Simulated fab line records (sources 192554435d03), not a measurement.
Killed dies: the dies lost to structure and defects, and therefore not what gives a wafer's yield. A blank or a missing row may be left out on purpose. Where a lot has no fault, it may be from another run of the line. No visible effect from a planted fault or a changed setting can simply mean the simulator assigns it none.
Chamber matching -- flow n5_finfet -- rie_si-04 running N5_BEOL_M0_SAQP_MANDREL1_REMOVE_100: 4 sister chambers
The step chemistry HBr/Cl2/O2, target a-Si, stops on SiNx, bt time 10 s. 4 wafers are shown with their chamber, then 8 later ones without.

WAFERS, EACH WITH ITS CHAMBER
wafer,chamber,drypump_motor_current_A (A)
L084.4,3,6.2
L084.5,1,4.8
L090.3,0,5.5
L091.1,2,6.0

WAFERS WHOSE CHAMBER IS MISSING
wafer,drypump_motor_current_A (A)
L091.2,4.8
L091.6,6.2
L095.1,5.6
L095.4,6.1
L095.5,6.1
L097.2,4.8
L097.3,6.1
L097.6,6.1

THE CHAMBER EACH PASSED THROUGH
wafer,from the rows above,in truth
L091.2,1,1
L091.6,3,3
L095.1,0,0
L095.4,can't be placed: 2 or 3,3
L095.5,can't be placed: 2 or 3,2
L097.2,1,1
L097.3,can't be placed: 2 or 3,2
L097.6,can't be placed: 2 or 3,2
Correctly placed: 4 of 8. Unplaceable from these rows: 4, with the true chamber sitting among the candidates in 4. Wrongly placed: 0.
How it was worked out, from the rows above alone: a wafer's distance from a chamber is the root of the sum, over the readings, of the square of ((its reading less the chamber's mean) divided by the reading's scatter). The wafer belongs to the nearest chamber; if the next one is less than 2 further off, it can't be placed. For every chamber, the mean is computed from those of its wafers that are shown. The scatter (one wafer shown for each chamber): square how far every hidden wafer sits from the nearest shown wafer, average those squares and take the square root.
